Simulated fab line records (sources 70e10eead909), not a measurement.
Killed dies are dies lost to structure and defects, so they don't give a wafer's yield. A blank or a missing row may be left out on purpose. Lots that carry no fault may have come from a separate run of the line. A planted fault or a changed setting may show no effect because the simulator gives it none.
fab line records	flow nand-harc
record lots=7	wafers=21	last-day=33
route steps=1302 shown P_CONTACT@248 P_M0@253 END@1302
lots with no fault: from the same line, run without faults
start-h: hours from the record's first day to the start of the lot's first wafer shown	wait-h: hours from the lot's prior step to this one	" identical to the entry in the row above	L1.1+2: several wafers, shown together as one row	- no value, or no start was given	* or withheld: withheld	< > ~ a bound
route shown NAME@n: names a module that has steps shown in the file, with the first one's number in the route	usual: mean and standard deviation over wafers with no fault	same: alike in all rows	chamber/n: place in a boat	sites: the reading at each site	_std_site: how widely they spread, as a standard deviation	_edge_site: the outer-site mean with the inner-site mean subtracted	radius-mm: how far each site lies from the wafer's centre	mask NAME#n: copy n	behind: the last tool/chamber to shape the wafer	hold: why the lot was held/for how many hours/how that ended	device: which transistor (n, p or np) failed to switch	end of line: at the end of the route, the tests of the same wafers	where a step has no rows: the recipe by itself	killed: the dies lost at the first sort to structure and to defects; this is not the yield of the wafer	map: dies across one wafer; x = killed, . = not, _ = none there
set.NAME: the setting that was run; set.NAME@STEP: the one run at that earlier step	model.NAME: the simulator's own value behind a step, which no gauge read
lots at selected steps of the route; one table per step, one row per wafer
services: when a tool's chamber went out of use (start-h, in hours from the record's first day, below 0 if earlier), for how many hours, and the reason
## steps
# step NHARC_P_CONTACT_CVD_23
# recipe target-thk-a=2000	temp-c=300	pressure-torr=40	wf6-flow-sccm=40	h2-flow-sccm=1600	ar-flow-sccm=1560	time-s=557	material=W
# usual heater-power-w=460/41	throttle-valve-pct=8.14/0.17
# same time-s=557
lot.wafer	tool	chamber	start-h	wait-h	heater-power-w	throttle-valve-pct
L466.3	cvd-w-01	1	-	-	464	8.19
L466.4	"	0	"	"	501	8.26
L466.6	"	0	"	"	504	8.25
L472.1	cvd-w-02	1	-	-	512	8.11
L472.2	"	0	"	"	391	8.10
L472.4	"	1	"	"	519	8.28
L473.2	cvd-w-02	0	-	-	402	8.19
L473.6	"	0	"	"	412	8.05
L473.5	"	1	"	"	520	8.20
L476.2	cvd-w-01	1	-	-	434	8.07
L476.4	"	1	"	"	434	7.93
L476.5	"	1	"	"	424	8.21
L480.2	cvd-w-02	0	-	-	396	8.35
L480.3	"	0	"	"	404	8.09
L480.6	"	0	"	"	398	8.26
L484.3	cvd-w-02	1	-	-	493	7.92
L484.4	"	0	"	"	390	7.99
L484.6	"	0	"	"	403	8.22
L488.2	cvd-w-02	0	-	-	404	8.10
L488.3	"	1	"	"	486	8.17
L488.5	"	0	"	"	394	8.18
# step NHARC_P_CONTACT_CMP_24
# recipe t-overpolish-s=30	target-thk-nm=200
# usual motor-current-A=11.9/1.6	overpolish-run-s=30.001/0.0098	time-to-endpoint-s=39.7/2.8
lot.wafer	tool	chamber	start-h	wait-h	motor-current-A	overpolish-run-s	time-to-endpoint-s
L466.4	cmp-01	0	124.64	0.3	9.4	30.000	39.4
L466.3	"	1	"	"	11.3	30.005	36.6
L466.6	"	3	"	"	11.1	29.999	35.1
L472.2	cmp-03	1	187.60	0.5	10.6	30.016	43.1
L472.4	"	2	"	"	11.6	30.013	41.0
L472.1	"	0	"	"	13.1	30.000	40.0
L473.2	cmp-02	3	197.58	0.6	11.2	30.011	44.6
L473.6	"	2	"	"	11.9	29.979	39.9
L473.5	"	3	"	"	10.9	30.011	44.1
L476.2	cmp-03	2	228.39	0.6	11.9	30.003	42.3
L476.4	"	1	"	"	10.8	30.002	42.9
L476.5	"	2	"	"	11.7	30.011	43.0
L480.2	cmp-01	2	269.13	0.5	10.5	30.001	36.1
L480.3	"	1	"	"	11.9	29.996	34.6
L480.6	"	3	"	"	10.9	29.994	33.9
L484.4	cmp-03	2	299.28	0.3	12.3	29.985	39.5
L484.3	"	0	"	"	12.7	29.996	40.2
L484.6	"	2	"	"	11.9	30.013	40.8
L488.3	cmp-02	2	342.28	0.4	11.8	29.990	34.9
L488.2	"	0	"	"	12.8	30.012	36.5
L488.5	"	2	"	"	12.1	30.005	39.3
# step NHARC_P_CONTACT_SRD_26
# step NHARC_P_CONTACT_INSPECT_27
# usual raw-defect-count=266/99
lot.wafer	tool	chamber	start-h	wait-h	raw-defect-count
L466.3	defect-inspect-02	-	124.99	0.1	536
L466.4	"	-	"	"	305
L466.6	"	-	"	"	509
L472.1	defect-inspect-02	-	188.01	0.1	396
L472.2	"	-	"	"	176
L472.4	"	-	"	"	223
L473.2	defect-inspect-01	-	197.95	0.1	247
L473.5	"	-	"	"	195
L473.6	"	-	"	"	436
L476.2	defect-inspect-01	-	228.79	0.1	257
L476.4	"	-	"	"	239
L476.5	"	-	"	"	430
L480.2	defect-inspect-01	-	269.53	0.1	307
L480.3	"	-	"	"	404
L480.6	"	-	"	"	422
L484.3	defect-inspect-02	-	299.66	0.1	156
L484.4	"	-	"	"	302
L484.6	"	-	"	"	233
L488.2	defect-inspect-01	-	342.68	0.1	257
L488.3	"	-	"	"	294
L488.5	"	-	"	"	182
# step NHARC_P_M0_DEP_00
# recipe target-thk-a=1500	target-thk-nm=150	temp-c=withheld	pressure-torr=5	flow-sccm=200	rf-w=600	material=SiOC
# step NHARC_P_M0_DEHYDRATE_01
# recipe temp-c=150	time-s=120
# step NHARC_P_M0_HMDS_02
# recipe time-s=30
# step NHARC_P_M0_COAT_33
# recipe temp-c=200	time-s=65
# step NHARC_P_M0_COAT_03
# recipe spin-rpm=1500	resist-thk-nm=90
# step NHARC_P_M0_SOFTBAKE_04
# recipe temp-c=105	time-s=55
# step NHARC_P_M0_EBR_05
# step NHARC_P_M0_EXPOSE_06
# recipe na=1.35	target-cd-nm=90	dose-mj=81.28	mask-id=P_M0
# usual exposure-dose-mJ-cm2=81.24/0.083	stage-vel-mm-s=499.98/0.24
lot.wafer	tool	chamber	start-h	wait-h	mask	exposure-dose-mJ-cm2	stage-vel-mm-s
L466.3	arfi-scanner-01	0	125.76	-	P_M0#0	81.25	500.05
L466.4	"	0	"	"	P_M0#0	81.28	500.26
L466.6	"	0	"	"	P_M0#0	81.27	500.07
L472.1	arfi-scanner-01	0	188.77	-	P_M0#0	77.62	499.60
L472.2	"	0	"	"	P_M0#0	77.59	499.68
L472.4	"	0	"	"	P_M0#0	77.59	499.40
L473.2	arfi-scanner-01	0	198.59	-	P_M0#0	78.37	499.96
L473.5	"	0	"	"	P_M0#0	78.31	500.21
L473.6	"	0	"	"	P_M0#0	78.37	500.21
L476.2	arfi-scanner-02	0	229.43	-	P_M0#0	81.20	500.28
L476.4	"	0	"	"	P_M0#0	81.13	500.32
L476.5	"	0	"	"	P_M0#0	81.19	499.95
L480.2	arfi-scanner-01	0	270.29	-	P_M0#0	78.81	499.99
L480.3	"	0	"	"	P_M0#0	78.95	500.22
L480.6	"	0	"	"	P_M0#0	78.88	499.98
L484.3	arfi-scanner-03	0	300.31	-	P_M0#0	81.23	499.67
L484.4	"	0	"	"	P_M0#0	81.26	499.99
L484.6	"	0	"	"	P_M0#0	81.16	499.89
L488.2	arfi-scanner-02	0	343.32	-	P_M0#0	81.24	499.63
L488.3	"	0	"	"	P_M0#0	81.29	499.91
L488.5	"	0	"	"	P_M0#0	81.17	500.15
# step NHARC_P_M0_PEB_07
# recipe peb-temp-c=100	peb-time-s=65
# step NHARC_P_M0_DEVELOP_08
# recipe develop-time-s=35	dev-temp-c=23
# step NHARC_P_M0_CD_MEAS_09
# recipe target-cd-nm=90	landing-energy-ev=500
# usual cd-nm=89.8/0.65
lot.wafer	tool	chamber	start-h	wait-h	cd-nm
L466.3	cd-sem-03	0	125.89	-	90.4
L466.4	"	0	"	"	89.7
L466.6	"	0	"	"	89.7
L472.1	cd-sem-03	0	188.91	-	86.5
L472.2	"	0	"	"	87.5
L472.4	"	0	"	"	86.5
L473.2	cd-sem-01	0	198.73	-	87.2
L473.5	"	0	"	"	87.9
L473.6	"	0	"	"	87.6
L476.2	cd-sem-01	0	229.57	-	90.7
L476.4	"	0	"	"	89.8
L476.5	"	0	"	"	89.4
L480.2	cd-sem-03	0	270.43	-	87.8
L480.3	"	0	"	"	87.5
L480.6	"	0	"	"	88.5
L484.3	cd-sem-01	0	300.44	-	89.0
L484.4	"	0	"	"	89.8
L484.6	"	0	"	"	88.5
L488.2	cd-sem-03	0	343.46	-	89.9
L488.3	"	0	"	"	89.3
L488.5	"	0	"	"	88.8
# step NHARC_P_M0_OVL_MEAS_10
# recipe pitch-nm=180
# usual overlay-x-nm=0.2/0.68	overlay-y-nm=0.1/0.77
lot.wafer	tool	chamber	start-h	wait-h	overlay-x-nm	overlay-y-nm
L466.3	overlay-01	-	125.97	-	-1.0	-0.1
L466.4	"	-	"	"	-1.0	0.2
L466.6	"	-	"	"	-1.0	-0.1
L472.1	overlay-01	-	188.99	-	0.7	-1.1
L472.2	"	-	"	"	0.4	0.1
L472.4	"	-	"	"	0.4	-0.3
L473.2	overlay-02	-	198.82	-	0.0	0.6
L473.5	"	-	"	"	-0.2	0.6
L473.6	"	-	"	"	0.3	0.6
L476.2	overlay-01	-	229.66	-	-0.1	1.0
L476.4	"	-	"	"	-0.3	1.4
L476.5	"	-	"	"	-0.2	1.0
L480.2	overlay-01	-	270.52	-	-0.8	0.1
L480.3	"	-	"	"	-1.2	0.3
L480.6	"	-	"	"	-1.2	0.0
L484.3	overlay-02	-	300.53	-	-0.5	1.6
L484.4	"	-	"	"	-0.4	1.0
L484.6	"	-	"	"	-0.8	2.0
L488.2	overlay-01	-	343.55	-	-0.1	-0.3
L488.3	"	-	"	"	-0.4	0.4
L488.5	"	-	"	"	0.0	-0.1
# step NHARC_P_M0_INSPECT_11
# usual raw-defect-count=4.2/2.4
lot.wafer	tool	chamber	start-h	wait-h	raw-defect-count
L466.3	defect-inspect-01	-	126.01	0.0	6
L466.4	"	-	"	"	4
L466.6	"	-	"	"	8
L472.1	defect-inspect-02	-	189.03	0.0	1
L472.2	"	-	"	"	8
L472.4	"	-	"	"	2
L473.2	defect-inspect-01	-	198.85	0.0	4
L473.5	"	-	"	"	7
L473.6	"	-	"	"	8
L476.2	defect-inspect-02	-	229.70	0.0	10
L476.4	"	-	"	"	5
L476.5	"	-	"	"	4
L480.2	defect-inspect-02	-	270.56	0.0	4
L480.3	"	-	"	"	5
L480.6	"	-	"	"	1
L484.3	defect-inspect-01	-	300.56	0.0	6
L484.4	"	-	"	"	3
L484.6	"	-	"	"	1
L488.2	defect-inspect-01	-	343.58	0.0	2
L488.3	"	-	"	"	6
L488.5	"	-	"	"	3
# step NHARC_P_M0_DESCUM_14
# recipe time-s=3	o2-flow-sccm=200	ar-flow-sccm=0	bias-power-w=0	chemistry=O2
# usual drypump-motor-current-A=5.8/0.5	oes-product-au=1.000/0.0078	rf-vpp-V=57.7/0.92	showerhead-plenum-p-Torr=1.90/0.099	throttle-valve-pct=11.312/0.0093
# same time-s=3
lot.wafer	tool	chamber	start-h	wait-h	drypump-motor-current-A	oes-product-au	rf-hours-counter-h	rf-vpp-V	showerhead-plenum-p-Torr	throttle-valve-pct	model.P_M0.cd-nm
L466.4	rie-diel-09	3	126.08	0.1	5.7	0.998	27	58.5	1.90	11.318	88.21
L466.3	"	1	"	"	6.3	0.998	23	57.3	1.82	11.310	89.74
L466.6	"	3	"	"	5.7	1.009	-	55.6	1.90	11.292	89.14
L472.4	rie-diel-09	3	189.09	0.1	5.7	1.000	7	57.7	1.90	11.302	85.94
L472.1	"	0	"	"	5.2	1.012	7	57.8	2.05	11.316	86.88
L472.2	"	2	"	"	6.0	0.998	7	57.3	1.77	11.312	87.45
L473.2	rie-diel-09	0	198.91	0.1	5.2	1.002	9	58.4	2.05	11.291	87.19
L473.6	"	0	"	"	5.2	0.991	-	58.2	2.05	11.317	87.6
L473.5	"	3	"	"	5.7	0.995	-	58.2	1.90	11.317	87.19
L476.2	rie-diel-08	1	229.76	0.1	6.5	1.015	11	56.6	1.88	11.315	89.98
L476.4	"	3	"	"	6.3	1.004	9	57.8	2.07	11.304	89.34
L476.5	"	1	"	"	6.5	1.010	-	57.6	1.88	11.318	89.51
L480.2	rie-diel-11	2	270.63	0.1	6.6	1.003	1	59.0	1.90	11.299	88.35
L480.3	"	3	"	"	6.1	0.998	1	59.1	1.95	11.325	88.24
L480.6	"	1	"	"	6.2	0.997	-	56.8	1.88	11.310	88.08
L484.4	rie-diel-11	0	300.62	0.1	6.2	0.996	9	59.3	1.80	11.314	89.51
L484.3	"	1	"	"	6.2	1.000	11	59.4	1.88	11.307	88.93
L484.6	"	1	"	"	6.2	1.008	-	56.2	1.88	11.320	89.01
L488.2	rie-diel-08	3	343.94	0.4	6.3	0.999	51	58.2	2.06	11.290	89.53
L488.3	"	0	"	"	4.8	1.001	47	57.5	1.76	11.305	89.24
L488.5	"	2	"	"	5.5	1.001	-	57.2	1.94	11.317	89.92
# step NHARC_P_M0_ETCH_34
# recipe target-depth-a=400	overetch-a=120	time-s=43.94	ion-energy-ev=200	n2-flow-sccm=150	h2-flow-sccm=150	ar-flow-sccm=0	rf-w=400	bias-w=150	chemistry=N2/H2
# usual drypump-motor-current-A=5.9/0.5	oes-product-au=1.001/0.0083	rf-fwd-power-W=395.4/2.3	rf-vpp-V=430/3	showerhead-plenum-p-Torr=2.02/0.11	throttle-valve-pct=14.171/0.0082
# same time-s=43.94
lot.wafer	tool	chamber	start-h	wait-h	drypump-motor-current-A	oes-product-au	rf-fwd-power-W	rf-hours-counter-h	rf-vpp-V	showerhead-plenum-p-Torr	throttle-valve-pct
L466.4	rie-diel-09	3	126.16	0.1	5.7	1.019	397.1	27	430	2.03	14.174
L466.3	"	2	"	"	6.0	0.992	391.5	26	427	1.89	14.182
L466.6	"	3	"	"	5.7	1.008	398.0	-	431	2.03	14.147
L472.4	rie-diel-09	1	189.18	0.1	6.4	1.002	396.3	7	426	1.94	14.170
L472.2	"	3	"	"	5.7	1.015	397.0	7	432	2.03	14.170
L472.1	"	0	"	"	5.2	0.994	395.9	7	434	2.19	14.167
L473.2	rie-diel-09	2	199.03	0.1	6.0	0.996	390.9	9	427	1.88	14.169
L473.6	"	3	"	"	5.7	0.998	397.9	-	430	2.03	14.159
L473.5	"	0	"	"	5.2	0.986	396.2	-	435	2.19	14.179
L476.2	rie-diel-08	3	229.85	0.1	6.3	1.012	398.8	9	435	2.21	14.173
L476.4	"	0	"	"	4.8	1.016	398.8	9	427	1.89	14.166
L476.5	"	2	"	"	5.5	1.005	395.4	-	432	2.08	14.162
L480.2	rie-diel-11	1	270.73	0.1	6.2	0.991	392.7	1	429	2.00	14.164
L480.3	"	2	"	"	6.6	0.998	395.7	1	430	2.02	14.184
L480.6	"	1	"	"	6.2	1.005	394.2	-	430	2.00	14.188
L484.4	rie-diel-11	2	300.71	0.1	6.6	1.004	396.0	10	431	2.02	14.165
L484.3	"	0	"	"	6.2	0.990	395.2	9	428	1.92	14.177
L484.6	"	2	"	"	6.6	1.005	394.4	-	430	2.02	14.167
L488.3	rie-diel-08	2	344.22	0.3	5.5	1.004	394.7	56	430	2.07	14.187
L488.2	"	0	"	"	4.8	0.999	397.5	48	424	1.88	14.178
L488.5	"	3	"	"	6.3	0.995	398.3	-	435	2.20	14.183
# step NHARC_P_M0_ETCH_15
# recipe target-depth-a=1500	overetch-a=150	time-s=82.5	c4f8-flow-sccm=withheld	ar-flow-sccm=400	rf-w=600	bias-w=300	chemistry=C4F8/Ar
# usual oes-product-au=0.956/0.018	rf-fwd-power-W=595.9/2.5	rf-vpp-V=440/3.2
# same time-s=82.5
lot.wafer	tool	chamber	start-h	wait-h	oes-product-au	rf-fwd-power-W	rf-hours-counter-h	rf-vpp-V	model.P_M0.cd-nm
L466.4	rie-diel-09	2	-	-	0.954	592.1	26	435	88.4
L466.3	"	3	"	"	0.951	597.9	27	442	89.06
L466.6	"	1	"	"	0.969	599.3	-	439	89.19
L472.1	rie-diel-09	3	-	-	0.959	594.7	7	442	86.57
L472.2	"	0	"	"	0.968	595.9	7	445	87.43
L472.4	"	1	"	"	0.977	597.2	7	437	86.27
L473.2	rie-diel-09	0	-	-	0.955	599.3	9	445	86.74
L473.6	"	0	"	"	0.953	595.3	-	444	87.19
L473.5	"	2	"	"	0.955	593.2	-	436	86.89
L476.2	rie-diel-08	2	-	-	0.959	595.4	12	442	89.99
L476.4	"	1	"	"	0.962	596.4	11	440	89.35
L476.5	"	2	"	"	0.958	593.6	-	442	89.58
L480.3	rie-diel-11	2	-	-	0.954	595.9	2	439	87.59
L480.2	"	3	"	"	0.953	593.5	2	442	87.96
L480.6	"	1	"	"	0.929	592.7	-	441	87.87
L484.4	rie-diel-11	3	-	-	0.991	592.0	9	443	88.9
L484.3	"	2	"	"	0.988	595.0	10	439	89.21
L484.6	"	0	"	"	0.959	596.6	-	437	88.93
L488.2	rie-diel-08	0	-	-	0.935	598.7	48	436	89.85
L488.3	"	1	"	"	0.938	598.5	47	440	89.61
L488.5	"	3	"	"	0.921	598.5	-	444	90.4
# step NHARC_P_M0_CD_MEAS_16
# usual cd-nm=89.6/0.88
lot.wafer	tool	chamber	start-h	wait-h	cd-nm
L466.3	cd-sem-02	-	126.37	-	89.2
L466.4	"	-	"	"	87.9
L466.6	"	-	"	"	88.8
L472.1	cd-sem-03	-	189.39	-	86.7
L472.2	"	-	"	"	87.2
L472.4	"	-	"	"	86.0
L473.2	cd-sem-03	-	199.26	-	86.5
L473.5	"	-	"	"	87.3
L473.6	"	-	"	"	87.3
L476.2	cd-sem-02	-	230.06	-	89.9
L476.4	"	-	"	"	89.0
L476.5	"	-	"	"	89.9
L480.2	cd-sem-02	-	271.28	-	87.5
L480.3	"	-	"	"	87.4
L480.6	"	-	"	"	87.7
L484.3	cd-sem-03	-	300.93	-	89.2
L484.4	"	-	"	"	89.0
L484.6	"	-	"	"	88.9
L488.2	cd-sem-01	-	344.44	-	89.6
L488.3	"	-	"	"	89.6
L488.5	"	-	"	"	90.1
# step NHARC_END_SORT_01
# recipe temp-c=25
# usual defect-limited-yield=91.2/2.6	killed-at-array=55/17	killed-at-other=1.1/1.6	killed-at-periphery=3.8/2.5	killed-dies=60/18	killed-open=3.3/1.9	killed-short=2.5/1.7
# same gross-dies=677
lot.wafer	tool	chamber	start-h	wait-h	defect-limited-yield[%]	killed-at-array	killed-at-other	killed-at-periphery	killed-dies	killed-open	killed-short
L466.3	prober-01	0	581.75	3.1	90.3	58	0	8	66	4	3
L466.4	prober-01	0	582.55	3.4	91.1	56	0	4	60	2	2
L466.6	prober-01	0	584.15	4.0	85.8	88	0	8	96	7	3
L480.2	prober-01	0	704.35	2.8	91.4	47	3	8	58	1	7
L480.3	prober-01	0	705.13	3.1	93.6	40	0	3	43	4	2
L480.6	prober-01	0	707.48	3.9	94.4	36	1	1	38	4	1
L488.2	prober-01	0	801.23	2.8	93.9	37	1	3	41	4	2
L488.3	prober-01	0	802.02	3.1	92.3	50	0	2	52	4	3
L488.5	prober-01	0	803.58	3.6	92.9	46	0	2	48	2	3
# killed by level:class
L466.3 A_CHANNEL_HOLE_D2:chamber-film-flake=32 A_SLIT:chamber-film-flake=11 A_CONTACT:chamber-film-flake=4 P_GATE:chamber-film-flake=3 A_CHANNEL_FILL_D1:chamber-film-flake=3 P_STI:chamber-film-flake=2 P_BONDPAD:chamber-film-flake=2 A_STAIRCASE:chamber-film-flake=2
L466.4 A_CHANNEL_HOLE_D2:chamber-film-flake=23 A_SLIT:chamber-film-flake=17 A_CONTACT:chamber-film-flake=4 A_CHANNEL_FILL_D2:chamber-film-flake=3 A_WL_FILL:chamber-film-flake=3 P_BONDPAD:chamber-film-flake=2 A_CHANNEL_FILL_D1:chamber-film-flake=2 P_M0:geometric-particle:short=1
L466.6 A_CHANNEL_HOLE_D2:chamber-film-flake=33 A_SLIT:chamber-film-flake=32 P_STI:chamber-film-flake=4 A_M0:geometric-particle:open=3 A_CHANNEL_FILL_D1:chamber-film-flake=3 A_STAIRCASE:chamber-film-flake=3 A_WL_FILL:chamber-film-flake=3 A_CONTACT:chamber-film-flake=3
L480.2 A_SLIT:chamber-film-flake=18 A_CHANNEL_HOLE_D1:chamber-film-flake=11 P_M2:chamber-film-flake=3 A_WL_FILL:chamber-film-flake=3 THIN_TSV:chamber-film-flake=3 A_WL_FILL:geometric-particle:short=2 P_GATE:chamber-film-flake=2 A_CHANNEL_FILL_D1:chamber-film-flake=2
L480.3 A_SLIT:chamber-film-flake=19 A_CONTACT:chamber-film-flake=6 A_CHANNEL_FILL_D2:chamber-film-flake=5 P_M2:chamber-film-flake=2 P_M1:geometric-particle:open=1 A_ONON_D2:geometric-particle:open=1 A_CHANNEL_FILL_D2:geometric-particle:short=1 A_CHANNEL_FILL_D2:geometric-particle:open=1
L480.6 A_SLIT:chamber-film-flake=14 A_CHANNEL_HOLE_D1:chamber-film-flake=7 A_CHANNEL_FILL_D2:chamber-film-flake=4 A_CHANNEL_FILL_D2:geometric-particle:open=2 A_STAIRCASE:chamber-film-flake=2 A_CONTACT:chamber-film-flake=2 A_ONON_D1:geometric-particle:open=1 A_DECK1_JOINT:geometric-particle:short=1
L488.2 A_SLIT:chamber-film-flake=13 A_CONTACT:chamber-film-flake=10 A_CHANNEL_HOLE_D1:chamber-film-flake=7 P_GATE:chamber-film-flake=2 P_M0:geometric-particle:short=1 A_CHANNEL_FILL_D1:geometric-particle:short=1 A_CHANNEL_FILL_D1:geometric-particle:open=1 A_CHANNEL_FILL_D2:geometric-particle:open=1
L488.3 A_SLIT:chamber-film-flake=19 A_CHANNEL_HOLE_D1:chamber-film-flake=18 A_CONTACT:chamber-film-flake=7 P_CONTACT:geometric-particle:short=1 A_CHANNEL_HOLE_D2:geometric-particle:short=1 A_CHANNEL_FILL_D2:geometric-particle:open=1 A_WL_FILL:geometric-particle:short=1 A_WL_FILL:geometric-particle:open=1
L488.5 A_SLIT:chamber-film-flake=15 A_CONTACT:chamber-film-flake=12 A_CHANNEL_HOLE_D1:chamber-film-flake=9 A_DECK1_JOINT:chamber-film-flake=2 A_STAIRCASE:chamber-film-flake=2 P_GATE:geometric-particle:short=1 A_CHANNEL_FILL_D1:geometric-particle:short=1 A_ONON_D2:geometric-particle:open=1
## services
tool	chamber	start-h	hours	kind
cvd-w-02	0	100.54	3.7	repair
arfi-scanner-01	-	126.66	0.2	repair
rie-diel-09	-	143.14	9.0	pm
cvd-w-02	0	143.58	12.5	repair
rie-diel-08	2	146.84	3.5	repair
cmp-03	-	162.24	4.0	pm
rie-diel-08	2	176.34	13.6	repair
rie-diel-08	-	190.82	9.0	pm
rie-diel-09	1	194.09	8.9	repair
arfi-scanner-01	-	210.96	0.9	repair
rie-diel-09	-	213.16	62.6	repair
rie-diel-11	1	218.96	1.8	repair
arfi-scanner-01	-	221.82	8.0	repair
arfi-scanner-01	-	237.93	1.4	repair
rie-diel-08	1	248.95	20.7	repair
rie-diel-08	2	250.24	2.4	repair
cmp-03	-	251.07	0.3	repair
arfi-scanner-01	-	252.00	4.0	pm
cmp-03	-	254.62	0.5	repair
rie-diel-11	-	258.98	9.0	pm
cmp-03	-	260.24	4.0	pm
cvd-w-02	-	269.02	13.0	pm
rie-diel-09	-	320.14	9.0	pm
cmp-03	-	323.78	0.7	repair
## key
first-sign step=NHARC_P_M0_EXPOSE_06	reading=exposure-dose-mJ-cm2	direction=down	sigmas=36	usual=81.24	struck=78.28
effect step=NHARC_P_M0_CD_MEAS_09	reading=cd-nm	direction=down	sigmas=3.6	usual=89.8	struck=87.5	through=control-loop
effect step=NHARC_P_M0_CD_MEAS_16	reading=cd-nm	direction=down	sigmas=2.9	usual=89.6	struck=87.1	through=control-loop
model-effect step=NHARC_P_M0_DESCUM_14	value=P_M0.cd-nm	without=89.69	struck=87.44
model-effect step=NHARC_P_M0_ETCH_15	value=P_M0.cd-nm	without=89.42	struck=87.17
met-at NHARC_P_M0_EXPOSE_06
struck-wafers L472.1,L472.2,L472.4,L473.2,L473.5,L473.6,L480.2,L480.3,L480.6
loop-trim step=NHARC_P_M0_EXPOSE_06	setting=dose	lots=L473,L480
onset-between 125.76 188.77
fault kind=process-parameter-drift	tool=arfi-scanner-01	chamber=-	onset-h=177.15	steps=NHARC_P_M0_EXPOSE_06	channel=dose-mj	offset=-3.5701	shape=step	acts-in=these-recipes-only	stated=81.28
# loop-trim: a control loop set the setting to another value than it would have without faults
